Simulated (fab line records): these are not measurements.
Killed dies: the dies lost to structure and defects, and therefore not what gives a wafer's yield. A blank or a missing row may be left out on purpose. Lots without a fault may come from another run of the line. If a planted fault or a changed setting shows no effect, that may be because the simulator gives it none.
Which tool is to blame? || flow nand_harc || 18 wafers sampled from 6 lots at 1 step of a route of 1302

## WHAT THE GAUGES SHOWED, per wafer
NHARC_A_CHANNEL_HOLE_D1_OVL_MEAS_11.
{"lot": "L198", "measured": "day 10 11:51", "on": "overlay-01", "overlay_x_nm (nm)": "0.0 -0.1 -0.4"}
{"lot": "L204", "measured": "day 13 14:58", "on": "overlay-01", "overlay_x_nm (nm)": "-1.2 -0.8 -1.0"}
{"lot": "L208", "measured": "day 14 09:59", "on": "overlay-01", "overlay_x_nm (nm)": "0.0 0.0 0.1"}
{"lot": "L212", "measured": "day 16 10:02", "on": "overlay-01", "overlay_x_nm (nm)": "-0.4 -0.8 0.1"}
{"lot": "L214", "measured": "day 17 10:58", "on": "overlay-01", "overlay_x_nm (nm)": "1.1 0.4 0.0"}
{"lot": "L216", "measured": "day 17 22:20", "on": "overlay-02", "overlay_x_nm (nm)": "0.5 0.7 0.1"}

## WHICH TOOL RAN EACH LOT (tool, then ch and the chambers of the sampled wafers, then the start)
Before these readings, the record contains no process step.

## THE ANSWER, worked out from the rows above alone
Rule: usual is defined by the lots themselves. Put in order of their means at a reading, lots are off if they are a third of the lots or fewer, leave a main group of 4 or more, and stand apart from it by a gap of 3 or more times the standard deviation of the main group's means; of several such gaps the widest counts. The tables above print the reading to a certain number of digits; a main group whose means all agree to those digits is not used. A lot without any number at a reading at which 4 lots or more have one is off too. Where the step has rows for the other lots, those lots are counted as sound.
Nothing can be told from this: no lot is off at any reading shown.

## WHAT THE SIMULATOR PUT IN
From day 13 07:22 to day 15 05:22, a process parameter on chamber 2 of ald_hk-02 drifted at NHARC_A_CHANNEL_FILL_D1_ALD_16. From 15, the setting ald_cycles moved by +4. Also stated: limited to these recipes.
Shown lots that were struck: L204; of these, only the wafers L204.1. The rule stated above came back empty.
